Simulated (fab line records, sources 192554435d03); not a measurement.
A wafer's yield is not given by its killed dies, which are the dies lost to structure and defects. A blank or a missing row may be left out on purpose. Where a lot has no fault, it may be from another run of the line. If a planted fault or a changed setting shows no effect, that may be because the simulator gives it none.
Split-lot study -- flow n5 finfet -- route with 1938 steps; 7 lots, 21 wafers read

== THE SPLIT ==
At N5_PASSIVATION_EXPOSE_07 (exposes mask TV, defocus 0 nm, target cd 3000 nm), the setting dose mj was moved away from the recipe's 22.75 on 7 of the 21 wafers read, by -6.9% to +2.1%. For the rest of the wafers, this setting stayed at what the recipe calls for.

== FROM THE SPLIT TO THE READING: what the file shows between them, 3 steps ==
- N5_PASSIVATION_PEB_08
- N5_PASSIVATION_DEVELOP_09: develop time 60 s
- N5_PASSIVATION_HARDBAKE_11: time 120 s

== THE READING ==
Shown in nm: cd nm at N5_PASSIVATION_CD_MEAS_10, with target cd 3000 nm. A value of 2999.3 nm with a standard deviation of 2.6 nm is what fault-free wafers of this fab line usually give.

wafer,"tool, chamber at the split",dose mj as run,against the recipe,"cd nm, nm",against lot-mates on the recipe
L079.2,"krf scanner-02, 0",22.75,recipe,2995.0,-
L079.5,"krf scanner-02, 0",22.75,recipe,2990.9,-
L079.6,"krf scanner-02, 0",22.75,recipe,2996.5,-
L078.1,"krf scanner-02, 0",22.75,recipe,3000.0,-
L078.2,"krf scanner-02, 0",22.75,recipe,2992.7,-
L078.6,"krf scanner-02, 0",22.75,recipe,2997.7,-
L077.2,"krf scanner-01, 0",22.75,recipe,2997.9,-
L077.3,"krf scanner-01, 0",23.22,+2.1%,3006.7,+7.6
L077.4,"krf scanner-01, 0",22.75,recipe,3000.2,-
L080.3,"krf scanner-01, 0",21.18,-6.9%,2987.1,-13.2
L080.4,"krf scanner-01, 0",22.75,recipe,3000.3,-
L080.5,"krf scanner-01, 0",21.18,-6.9%,2984.6,-15.7
L083.2,"krf scanner-02, 0",22.75,recipe,2995.3,-
L083.3,"krf scanner-02, 0",21.48,-5.6%,2985.2,-11.9
L083.5,"krf scanner-02, 0",22.75,recipe,2998.8,-
L084.1,"krf scanner-02, 0",22.75,recipe,2999.7,-
L084.2,"krf scanner-02, 0",21.5,-5.5%,2989.1,-10.3
L084.4,"krf scanner-02, 0",22.75,recipe,2999.1,-
L085.2,"krf scanner-01, 0",22.75,recipe,3002.6,-
L085.5,"krf scanner-01, 0",22.17,-2.5%,2995.9,-6.7
L085.6,"krf scanner-01, 0",22.17,-2.5%,2995.0,-7.6

THE FIT
A straight line over all 21 wafers: cd nm changes by +1.87 nm for each +1% of dose mj; r = +0.85; the points scatter about the line by 3.1 nm.
The same after taking each lot's own level away (the mean of its wafers on the recipe; 21 wafers): +2.18 nm for each +1%; r = +0.95; scatter 2 nm.
The reading moves by 15 nm for the largest change in dose mj, on that fit.
From 2994.13 to 3002.60 nm: that is the span of the lots' own levels, equal to 3.3 times the standard deviation above.
Thus the slope moves with the lot-to-lot level: the two fits are different.
Check: -15.5 nm against its lot-mates is what the line predicts for one of the wafers moved furthest among these (-6.9%) when that wafer is left out of the fit. It came out at -13.2 nm against them.

== THE OTHER SPLITS THESE WAFERS WENT THROUGH ==
Other splits were also applied to these wafers ahead of the reading. Each is held against what the fit with the lots' levels taken away leaves over:
other split on the same wafers,wafers away from the commonest value,r with cd nm (lot level and that fit taken away)
N5_BEOL_M14_DESCUM_15 time s,8,-0.12
N5_BEOL_M14_TRENCH_ETCH_34 bias w,9,-0.31
N5_BEOL_M15_COAT_22 spin rpm,10,+0.14

== THE WHOLE CHAIN: every reading that the file lists as answering this split, in the file's order ==
step,what it does,reading,change (the file's fit),r (the file's)
N5_PASSIVATION_CD_MEAS_10,target cd 3000 nm,cd nm,+2.14 nm for each +1% of the setting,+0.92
N5_PASSIVATION_DESCUM_12,"chemistry O2, time 7.9 s","TV_LITHO.cd nm (the simulator's own value, which no gauge read)",+2.12 nm for each +1% of the setting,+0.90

== FILE'S OWN FIT ==
cd nm changes by +2.14 nm for each +1% of dose mj, r = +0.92.
